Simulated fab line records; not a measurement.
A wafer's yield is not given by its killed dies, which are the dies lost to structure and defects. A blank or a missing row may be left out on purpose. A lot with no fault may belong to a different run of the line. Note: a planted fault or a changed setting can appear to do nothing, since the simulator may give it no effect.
Which tool did it?	flow n5-finfet	Sampling: 10 lots, 29 wafers, 5 of 1938 route steps

== WHAT THE GAUGES SHOWED, per wafer ==
N5_BEOL_M4_RC_MEAS_101. Usual: DIBL_N 36.4 mV/V, standard deviation 1.4; DIBL_P 36.4 mV/V, standard deviation 1.5; IOFF_N 0.156 nA/um, standard deviation 0.022; IOFF_P 0.210 nA/um, standard deviation 0.023; IOFF_P_85C 3.6 nA/um, standard deviation 0.33; IOFF_P_LIN 0.099 nA/um, standard deviation 0.0086; IOFF_P_LONG 0.000106 nA/um, standard deviation 7.3e-06; ION_N 675 uA/um, standard deviation 9.1; ION_P 463 uA/um, standard deviation 5.7; SS_N 71.6 mV/dec, standard deviation 0.45; SS_P 73.3 mV/dec, standard deviation 0.56; VT_N 250 mV, standard deviation 3.1; VT_N_LVT 99 mV, standard deviation 3.1; VT_P -250.3 mV, standard deviation 2.3.
lot	measured	on	DIBL_N (mV/V)	DIBL_P (mV/V)	IOFF_N (nA/um)	IOFF_P (nA/um)	IOFF_P_85C (nA/um)	IOFF_P_LIN (nA/um)	IOFF_P_LONG (nA/um)	ION_N (uA/um)	ION_P (uA/um)	SS_N (mV/dec)	SS_P (mV/dec)	VT_N (mV)	VT_N_LVT (mV)	VT_P (mV)	flag
L930	day 9 06:28	prober-01	35.5 38.7 37.8	32.1 36.9 35.6	0.117 0.175 0.158	0.181 0.263 0.238	3.2 4.4 4.1	0.090 0.116 0.110	0.000112 0.000106 0.000113	667 674 680	459 463 465	71.3 72.3 72.1	73.0 73.6 74.2	259 249 251	107 99 101	-252.0 -247.5 -249.4	
L931	day 9 10:19	prober-01	36.4 34.4 35.7	38.4 36.0 37.3	0.172 0.147 0.159	0.220 0.183 0.201	3.7 3.2 3.5	0.101 0.089 0.094	0.000107 0.000105 0.000104	680 676 680	464 466 463	71.4 71.8 71.4	73.1 73.3 73.2	248 251 252	97 98 97	-247.6 -254.1 -251.3	
L932	day 10 06:00	prober-02	34.5 35.7 35.5	34.8 36.9 37.1	0.139 0.163 0.166	0.180 0.217 0.213	3.2 3.7 3.6	0.091 0.103 0.101	0.00011 0.000108 0.00011	663 672 678	453 459 462	71.0 71.0 71.6	72.3 73.5 73.3	252 248 248	100 95 97	-248.9 -248.0 -248.4	
L933	day 9 12:20	prober-01	36.2 36.3 35.1	35.6 34.6 34.0	0.170 0.162 0.144	0.205 0.180 0.169	3.6 3.2 3.0	0.098 0.087 0.084	0.000101 0.000101 0.000102	681 673 677	461 455 454	72.0 71.7 71.5	73.3 73.7 73.6	244 249 250	96 97 99	-249.8 -252.2 -253.3	
L939	day 11 09:09	prober-01	36.8 34.5	37.6 35.5	0.161 0.127	0.204 0.259	3.6 4.4	0.094 0.123	9.6e-05 0.000126	683 664	463 473	71.3 71.1	72.9 73.1	250 255	100 116	-250.2 -239.8	
L940	day 11 17:06	prober-02	36.9 38.0 37.2	37.4 38.8 37.7	0.151 0.179 0.159	0.270 0.210 0.185	4.6 3.7 3.3	0.125 0.094 0.085	0.000123 9e-05 8.6e-05	673 678 670	468 461 452	71.9 72.1 71.9	73.5 73.9 73.5	250 250 249	109 96 98	-243.0 -250.8 -255.0	
L950	day 14 03:29	prober-02	35.8 34.8 35.5	35.7 34.3 35.9	0.152 0.131 0.142	0.211 0.188 0.224	3.6 3.3 3.8	0.103 0.094 0.107	0.000111 0.000105 0.000109	673 672 673	468 465 467	71.3 71.2 71.6	73.6 73.3 73.2	252 251 252	100 103 102	-248.7 -250.2 -248.7	
L951	day 14 05:38	prober-01	37.2 38.5 36.9	37.8 37.8 36.5	0.178 0.199 0.160	0.224 0.230 0.202	3.8 3.9 3.5	0.103 0.104 0.094	0.000107 0.000107 0.000111	680 683 681	465 464 466	71.8 72.1 71.9	73.4 73.7 73.5	246 247 248	94 94 97	-249.6 -250.2 -252.1	
L952	day 14 15:42	prober-02	37.2 36.8 35.9	38.6 37.0 35.9	0.187 0.166 0.152	0.259 0.228 0.212	4.3 3.8 3.6	0.115 0.106 0.099	0.000104 0.000108 0.000103	685 671 675	477 465 467	72.3 72.1 71.6	73.5 74.1 73.8	246 248 249	94 97 99	-249.3 -249.0 -250.1	
L953	day 15 06:20	prober-02	37.0 35.1 36.8	38.0 36.5 38.2	0.164 0.139 0.174	0.233 0.205 0.235	4.0 3.6 4.0	0.106 0.097 0.107	0.000108 0.000112 0.000109	669 669 676	468 465 467	71.6 71.4 71.8	73.6 72.4 72.8	250 252 249	101 103 99	-249.7 -248.6 -249.1	

== EACH LOT AND THE TOOL THAT RAN IT (in order: tool; ch and the chambers of the sampled wafers; start) ==
lot	N5_HKMG_FIN_RTA_80	N5_BEOL_M4_SPUTTER_81	N5_BEOL_M4_SPUTTER_90	N5_BEOL_M4_CO_CAP_55
L930	rtp-anneal-01 ch 0, day 3 22:58	pvd-sputter-02, day 9 03:53	pvd-sputter-02, day 9 04:33	cvd-co-02 ch 0,1,2, day 9 06:05
L931	rtp-anneal-01 ch 0, day 4 06:15	pvd-sputter-02, day 9 07:44	pvd-sputter-02, day 9 08:23	cvd-co-01 ch 1,2, day 9 09:55
L932	rtp-anneal-01 ch 0, day 4 14:07	pvd-sputter-02, day 10 03:35	pvd-sputter-02, day 10 04:14	cvd-co-02 ch 0,2, day 10 05:46
L933	rtp-anneal-01 ch 0, day 4 18:59	pvd-sputter-02, day 9 09:37	pvd-sputter-02, day 9 10:16	cvd-co-02 ch 0,1, day 9 11:55
L939	rtp-anneal-01 ch 0, day 6 06:35	pvd-sputter-02, day 11 06:44	pvd-sputter-02, day 11 07:23	cvd-co-01 ch 1,2, day 11 08:55
L940	rtp-anneal-01 ch 0, day 6 11:32	pvd-sputter-01, day 11 14:31	pvd-sputter-01, day 11 15:11	cvd-co-02 ch 0,1,2, day 11 16:43
L950	rtp-anneal-01 ch 0, day 9 02:29	pvd-sputter-01, day 14 00:54	pvd-sputter-01, day 14 01:34	cvd-co-02 ch 0,1, day 14 03:05
L951	rtp-anneal-01 ch 0, day 9 09:46	pvd-sputter-01, day 14 03:04	pvd-sputter-01, day 14 03:43	cvd-co-01 ch 0,1, day 14 05:15
L952	rtp-anneal-02 ch 0, day 9 17:20	pvd-sputter-01, day 14 13:14	pvd-sputter-01, day 14 13:53	cvd-co-02 ch 0,1,2, day 14 15:26
L953	rtp-anneal-02 ch 0, day 9 19:22	pvd-sputter-01, day 15 03:46	pvd-sputter-01, day 15 04:25	cvd-co-01 ch 0,1,2, day 15 05:57
- N5_HKMG_FIN_RTA_80: time 2 s.
- N5_BEOL_M4_SPUTTER_81: material Cu, target thk 4.5 nm, time 8.29 s.
- N5_BEOL_M4_SPUTTER_90: material Cu, target thk 4.5 nm, time 8.29 s.
- N5_BEOL_M4_CO_CAP_55: material Co, precursor CCTBA/H2, target thk 2 nm, time 102.1 s.

== WHAT THE TOOLS THEMSELVES READ (means of the sampled wafers that have a number; where no wafer has one, the mark that the record gives instead) ==
N5_BEOL_M4_SPUTTER_81. Usual: throttle-valve-pct 30.3 %, standard deviation 0.86.
lot	tool	throttle-valve-pct (%)	flag
L930	pvd-sputter-02	29.4	
L931	pvd-sputter-02	29.8	
L932	pvd-sputter-02	29.9	
L933	pvd-sputter-02	29.5	
L939	pvd-sputter-02	29.9	
L940	pvd-sputter-01	30.8	
L950	pvd-sputter-01	30.4	
L951	pvd-sputter-01	30.2	
L952	pvd-sputter-01	30.4	
L953	pvd-sputter-01	30.5	

N5_BEOL_M4_SPUTTER_90. Usual: throttle-valve-pct 30.3 %, standard deviation 0.86.
lot	tool	throttle-valve-pct (%)	flag
L930	pvd-sputter-02	29.5	
L931	pvd-sputter-02	29.8	
L932	pvd-sputter-02	29.9	
L933	pvd-sputter-02	29.4	
L939	pvd-sputter-02	29.8	
L940	pvd-sputter-01	30.9	
L950	pvd-sputter-01	30.4	
L951	pvd-sputter-01	30.3	
L952	pvd-sputter-01	30.3	
L953	pvd-sputter-01	30.3	

N5_BEOL_M4_CO_CAP_55. Usual: chamber-pressure-Torr 30.00 Torr, standard deviation 0.063; heater-power-w 235 W, standard deviation 19.
lot	tool	chamber-pressure-Torr (Torr)	heater-power-w (W)	flag
L930	cvd-co-02	29.99	238	
L931	cvd-co-01	30.04	234	
L932	cvd-co-02	29.98	225	
L933	cvd-co-02	29.96	222	
L939	cvd-co-01	30.10	224	
L940	cvd-co-02	30.01	242	
L950	cvd-co-02	30.03	226	
L951	cvd-co-01	30.00	248	
L952	cvd-co-02	29.94	240	
L953	cvd-co-01	30.00	229	

== THE ANSWER, worked out from the rows above alone ==
Rule: a lot counts as off when the mean over its wafers that have a number is more than 3 standard deviations away from the usual mean. A lot without any number at a reading at which 4 lots or more have one is off too. The other lots that the step has rows for count as sound. Order of review: gauges by route order, followed by the tools' own readings, for which a lot's mean as printed above is used. At the first step where some lot is off, the reading lying furthest off is the one used; lots without a number count as furthest.
Across all readings shown, no lot is off: no conclusion can be drawn from this.

== WHAT THE SIMULATOR HAD PUT IN ==
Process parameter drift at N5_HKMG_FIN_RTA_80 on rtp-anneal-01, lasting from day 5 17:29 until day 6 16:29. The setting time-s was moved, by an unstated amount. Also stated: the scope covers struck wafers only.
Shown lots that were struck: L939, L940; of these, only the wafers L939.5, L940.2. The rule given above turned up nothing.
